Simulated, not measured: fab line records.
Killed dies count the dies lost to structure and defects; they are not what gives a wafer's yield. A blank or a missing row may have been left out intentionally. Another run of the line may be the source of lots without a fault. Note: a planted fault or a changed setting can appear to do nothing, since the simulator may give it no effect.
Tool commonality check / flow n5_finfet / Lots sampled 9, wafers sampled 27

## REASON FOR OPENING
2 of 9 lots carry a flag on the reading VT_N_LONG at N5_BEOL_M4_RC_MEAS_101. Wafers without a fault read 275.4 mV, standard deviation 1.7.
Rule: a lot is flagged when every wafer of it that has a number lies more than 4 standard deviations from that mean, or none has a number. The other lots count as sound.

lot=L623; measured=day 8 11:45; on=prober-02; VT_N_LONG (mV), wafer by wafer=276.1 277.6 277.2; flag=
lot=L625; measured=day 9 08:23; on=prober-02; VT_N_LONG (mV), wafer by wafer=274.0 275.3 273.1; flag=
lot=L631; measured=day 10 16:02; on=prober-01; VT_N_LONG (mV), wafer by wafer=275.2 276.9 275.6; flag=
lot=L633; measured=day 10 18:53; on=prober-02; VT_N_LONG (mV), wafer by wafer=276.3 279.4 278.4; flag=
lot=L639; measured=day 12 10:06; on=prober-02; VT_N_LONG (mV), wafer by wafer=291.5 291.9 292.5; flag=FLAGGED
lot=L640; measured=day 12 18:37; on=prober-02; VT_N_LONG (mV), wafer by wafer=292.9 291.0 293.1; flag=FLAGGED
lot=L643; measured=day 13 00:14; on=prober-02; VT_N_LONG (mV), wafer by wafer=276.7 277.5 273.2; flag=
lot=L644; measured=day 13 21:18; on=prober-02; VT_N_LONG (mV), wafer by wafer=275.7 274.0 271.5; flag=
lot=L646; measured=day 14 00:27; on=prober-01; VT_N_LONG (mV), wafer by wafer=277.1 278.5 274.8; flag=
The numbers of the flagged lots are 292.1 mV on average: +16.8 mV against the usual, or +10 standard deviations.

## WHICH TOOL EACH LOT WENT THROUGH
The record holds 3 process steps before the reading, out of a route of 1938 steps. Read each cell as the tool, then ch plus the chambers that the sampled wafers visited, then the start.
lot=L623; flag=; N5_HKMG_FIN_CVD_62=thermal_cvd_si-01 ch 0,1, day 4 02:52; N5_HKMG_FIN_ALD_91=ald_metal-02 ch 0,1,2, day 4 05:29; N5_HKMG_FIN_STRIP_89=rie_diel-05 ch 0,1, day 4 05:53
lot=L625; flag=; N5_HKMG_FIN_CVD_62=thermal_cvd_si-01 ch 1,2, day 4 15:52; N5_HKMG_FIN_ALD_91=ald_metal-01 ch 0,2,3, day 4 18:31; N5_HKMG_FIN_STRIP_89=rie_diel-05 ch 0,3, day 4 18:59
lot=L631; flag=; N5_HKMG_FIN_CVD_62=thermal_cvd_si-02 ch 0,1,2, day 6 04:47; N5_HKMG_FIN_ALD_91=ald_metal-02 ch 0,2,3, day 6 07:31; N5_HKMG_FIN_STRIP_89=rie_diel-02 ch 1,2,3, day 6 07:55
lot=L633; flag=; N5_HKMG_FIN_CVD_62=thermal_cvd_si-02 ch 0,1,2, day 6 15:19; N5_HKMG_FIN_ALD_91=ald_metal-03 ch 1,2,3, day 6 17:56; N5_HKMG_FIN_STRIP_89=rie_diel-02 ch 0,1,3, day 6 18:27
lot=L639; flag=FLAGGED; N5_HKMG_FIN_CVD_62=thermal_cvd_si-02 ch 0,2, day 8 00:16; N5_HKMG_FIN_ALD_91=ald_metal-02 ch 0,2, day 8 03:12; N5_HKMG_FIN_STRIP_89=rie_diel-06 ch 0,1,2, day 8 03:36
lot=L640; flag=FLAGGED; N5_HKMG_FIN_CVD_62=thermal_cvd_si-02 ch 0,1,2, day 8 15:20; N5_HKMG_FIN_ALD_91=ald_metal-02 ch 1,3, day 8 18:00; N5_HKMG_FIN_STRIP_89=rie_diel-05 ch 0,3, day 8 18:24
lot=L643; flag=; N5_HKMG_FIN_CVD_62=thermal_cvd_si-02 ch 0,2, day 9 00:41; N5_HKMG_FIN_ALD_91=ald_metal-01 ch 0,2,3, day 9 03:27; N5_HKMG_FIN_STRIP_89=rie_diel-06 ch 1,3, day 9 03:58
lot=L644; flag=; N5_HKMG_FIN_CVD_62=thermal_cvd_si-01 ch 0,2, day 9 08:13; N5_HKMG_FIN_ALD_91=ald_metal-01 ch 0,1,2, day 9 11:34; N5_HKMG_FIN_STRIP_89=rie_diel-02 ch 1,2, day 9 12:00
lot=L646; flag=; N5_HKMG_FIN_CVD_62=thermal_cvd_si-01 ch 1,2, day 9 22:47; N5_HKMG_FIN_ALD_91=ald_metal-03 ch 0,1,3, day 10 01:31; N5_HKMG_FIN_STRIP_89=rie_diel-06 ch 2,3, day 10 01:55
What is done by these steps:
- N5_HKMG_FIN_CVD_62: deposits a-Si from Si2H6, target thk 3 nm, time 20.8 s.
- N5_HKMG_FIN_ALD_91: deposits TiN, target thk 1 nm, pulse time 1 s, purge time 3 s.
- N5_HKMG_FIN_STRIP_89: strips SOC in N2/H2, time 20 s.
- N5_BEOL_M4_RC_MEAS_101

## FLAGGED AGAINST TOTAL, ONE TOOL AT A TIME (gauges that did the reading follow at the end)
step=N5_HKMG_FIN_CVD_62; tool=thermal_cvd_si-01; lots run=4; flagged=0; share of the flagged lots=none; sound lots run after its first flagged lot=-
step=N5_HKMG_FIN_CVD_62; tool=thermal_cvd_si-02; lots run=5; flagged=2; share of the flagged lots=all; sound lots run after its first flagged lot=1 (L643)
step=N5_HKMG_FIN_ALD_91; tool=ald_metal-01; lots run=3; flagged=0; share of the flagged lots=none; sound lots run after its first flagged lot=-
step=N5_HKMG_FIN_ALD_91; tool=ald_metal-02; lots run=4; flagged=2; share of the flagged lots=all; sound lots run after its first flagged lot=0
step=N5_HKMG_FIN_ALD_91; tool=ald_metal-03; lots run=2; flagged=0; share of the flagged lots=none; sound lots run after its first flagged lot=-
step=N5_HKMG_FIN_STRIP_89; tool=rie_diel-02; lots run=3; flagged=0; share of the flagged lots=none; sound lots run after its first flagged lot=-
step=N5_HKMG_FIN_STRIP_89; tool=rie_diel-05; lots run=3; flagged=1; share of the flagged lots=some; sound lots run after its first flagged lot=0
step=N5_HKMG_FIN_STRIP_89; tool=rie_diel-06; lots run=3; flagged=1; share of the flagged lots=some; sound lots run after its first flagged lot=2 (L643,L646)
step=N5_BEOL_M4_RC_MEAS_101; tool=prober-01; lots run=2; flagged=0; share of the flagged lots=none; sound lots run after its first flagged lot=-
step=N5_BEOL_M4_RC_MEAS_101; tool=prober-02; lots run=7; flagged=2; share of the flagged lots=all; sound lots run after its first flagged lot=2 (L643,L644)

## THE TABLE: WHAT IT ALLOWS
Every flagged lot was run by 3 rows of the table: thermal_cvd_si-02 at N5_HKMG_FIN_CVD_62, ald_metal-02 at N5_HKMG_FIN_ALD_91 and prober-02 at N5_BEOL_M4_RC_MEAS_101.
- thermal_cvd_si-02 at N5_HKMG_FIN_CVD_62 ran 5 lots, 2 of them flagged. Sound lots followed the first flagged one (L643) on it, something a lasting fault affecting the whole tool could not allow.
- ald_metal-02 at N5_HKMG_FIN_ALD_91 ran 4 lots, 2 of them flagged. Its last sound lot is L631 (day 6 07:31), its first flagged lot L639 (day 8 03:12): a fault that began between those two fits. Its own readings (susceptor_temp_C) fall more than 4 standard deviations out on all wafers of the flagged lots.
- prober-02 at N5_BEOL_M4_RC_MEAS_101 ran 7 lots, 2 of them flagged. Sound lots followed the first flagged one (L643, L644) on it, something a lasting fault affecting the whole tool could not allow.
ald_metal-02 at N5_HKMG_FIN_ALD_91 is the single tool remaining.

## WHAT THE SIMULATOR HAD PUT IN
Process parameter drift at N5_HKMG_FIN_ALD_91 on ald_metal-02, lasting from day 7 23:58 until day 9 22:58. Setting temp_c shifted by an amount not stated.
Shown lots that were struck: L639, L640. The same result came from the rule above.
